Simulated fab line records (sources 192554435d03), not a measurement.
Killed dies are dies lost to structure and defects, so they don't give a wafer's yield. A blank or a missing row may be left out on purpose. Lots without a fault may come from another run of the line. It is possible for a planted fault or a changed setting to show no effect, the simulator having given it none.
Comparing a struck lot with a sound one	flow n5 finfet	37 out of 1938 route steps
Sound: wafers L566.1, L566.3, L566.5. Struck: wafer L563.3; the same lot's L563.2 was not struck, so it is left out; see the end for the cause.
At each step with rows: each side's tool, then ch and its chambers, then its first start. Under that, the readings that differ: sound wafers	struck wafers	difference of the means	sigmas: that difference in standard deviations of wafers without a fault.
alike: readings whose means differ by less than 2 such deviations, and words and numbers that are the same on both sides. not compared: withheld readings, readings that some wafer has no value for, bounds like >300 that may hide the same value, and numbers for which the record gives no deviation and whose values overlap.
Wherever a step has rows on one side only, a row that says differs or no value, or a row with sigmas, the two part there. Numbers that don't overlap but have no deviation are shown without sigmas and don't part them. Lack of a reading on every wafer of one side parts them only where that side has two or more wafers.

first, 11 steps without rows for these wafers: N5_MOL_CONTACT_COAG_VIA_ETCH_117 (etches SiO2 in C4F6/O2, target depth 40 nm, overetch 8 nm, time 26 s); N5_MOL_CONTACT_COAG_ETCH_124 (etches SiNx in CH3F/O2, stops on SiOC, target depth 6.5 nm); N5_MOL_CONTACT_COAG_ETCH_48 (etches SiOC in C4F6/O2, target depth 15 nm, overetch 4.5 nm, time 17 s); N5_MOL_CONTACT_COAG_STRIP_72 (strips in N2/H2); N5_MOL_CONTACT_COAG_STRIP_49 (strips in N2/H2, time 30 s); N5_MOL_CONTACT_COAG_PRECLEAN_138 (cleans in alkaline clean, time 60 s); N5_MOL_CONTACT_COAG_SRD_139 (time 30 s); N5_MOL_CONTACT_COAG_PRE_CLEAN_121; N5_MOL_CONTACT_COAG_CVD_140 (deposits W, target thk 66.5 nm, time 215 s); N5_MOL_CONTACT_COAG_PRECLEAN_127 (cleans in DIW, time 57.5 s); N5_MOL_CONTACT_COAG_SRD_128 (dry time 32 s).
N5_MOL_CONTACT_COAG_CMP_52: polishes, stops on SiO2, t overpolish 1.5 s, target thk 66.5 nm.
  sound on cmp-04 ch 1,2, day 10 15:58; struck on cmp-03 ch 3, day 10 03:15
reading	sound	struck	difference	sigmas
overpolish run s (s)	1.496 1.498 1.511	0.045	-1.457	-99 or more
time to endpoint s (s)	12.2 15.0 16.4	26.0	+11.5	+6
  alike: motor current A
then, 1 step without rows for these wafers: N5_MOL_CONTACT_COAG_ANNEAL_112 (time 1800 s).
N5_MOL_CONTACT_COAG_INSPECT_97: inspects for defects (darkfield).
  sound: defect inspect-02 at day 10 19:29; struck: defect inspect-01 at day 10 08:17
reading	sound	struck	difference	sigmas
raw defect count	46 33 68	1069	+1020	+64
then, 21 steps without rows for these wafers: N5_BEOL_M0_SAQP_PECVD_00 (deposits SiCN from 3MS/NH3, target thk 8 nm, time 14 s); N5_BEOL_M0_SAQP_ILD_DEP_01 (deposits SiOC from DEMS/O2, target thk 45.419 nm, time 8.7 s); N5_BEOL_M0_SAQP_HM_DEP_02 (deposits TiN, target thk 12 nm); N5_BEOL_M0_SAQP_PECVD_03 (deposits SiCN from 3MS/NH3, target thk 12 nm, time 21.1 s); N5_BEOL_M0_SAQP_PECVD_96 (deposits a-Si from SiH4/He, target thk 45 nm, time 45.2 s); N5_BEOL_M0_SAQP_PECVD_97 (deposits SiNx from SiH4/NH3/N2, target thk 23 nm, time 19.9 s); N5_BEOL_M0_SAQP_PECVD_04 (deposits a-Si from SiH4/He, target thk 60 nm, time 60.2 s); N5_BEOL_M0_SAQP_HM_DEP_111 (deposits SiO2 from SiH4/N2O, target thk 12 nm, time 7.2 s); N5_BEOL_M0_SAQP_COAT_81 (time 60 s, resist thk 100 nm); N5_BEOL_M0_SAQP_COAT_82 (time 60 s, resist thk 30 nm); N5_BEOL_M0_SAQP_COAT_08 (resist thk 90 nm); N5_BEOL_M0_SAQP_EBR_10; N5_BEOL_M0_SAQP_SOFTBAKE_09 (time 60 s); N5_BEOL_M0_SAQP_EXPOSE_11 (exposes mask M0 CORE, target cd 42 nm); N5_BEOL_M0_SAQP_PEB_12 (peb time 60 s); N5_BEOL_M0_SAQP_DEVELOP_13 (develop time 30 s); N5_BEOL_M0_SAQP_DESCUM_19 (chemistry O2, time 7.9 s); N5_BEOL_M0_SAQP_ETCH_83 (etches SiARC in CF4, target depth 39 nm, time 65 s); N5_BEOL_M0_SAQP_ETCH_84 (etches SOC in N2/H2, target depth 100 nm, overetch 20 nm, time 150 s); N5_BEOL_M0_SAQP_STRIP_80 (strips in N2/H2); N5_BEOL_M0_SAQP_HM_OPEN_112 (chemistry CHF3/O2, target SiO2, stops on a-Si, target depth 12 nm, time 13.5 s).
N5_BEOL_M4_RC_MEAS_101:
  the record has rows for the sound wafers here (prober-01 ch 0, day 13 12:02) and none for the struck ones
-- record jumps: 7 days separate the struck wafers' starts on either side; left off in module BEOL_M4, taken up again in module PASSIVATION, whose first shown step is the route's number 1936 --
N5_PASSIVATION_PROBE_49:
  rows exist in the record for the struck wafers here (prober-02, day 17 10:16), but not for the sound ones

## WHERE THEY PART
Earliest at N5_MOL_CONTACT_COAG_CMP_52; latest, in this record, at N5_PASSIVATION_PROBE_49.

WHY: what had been put in by the simulator
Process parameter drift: cmp-03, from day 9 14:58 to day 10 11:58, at N5_MOL_CONTACT_COAG_CMP_52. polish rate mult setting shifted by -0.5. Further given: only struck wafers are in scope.
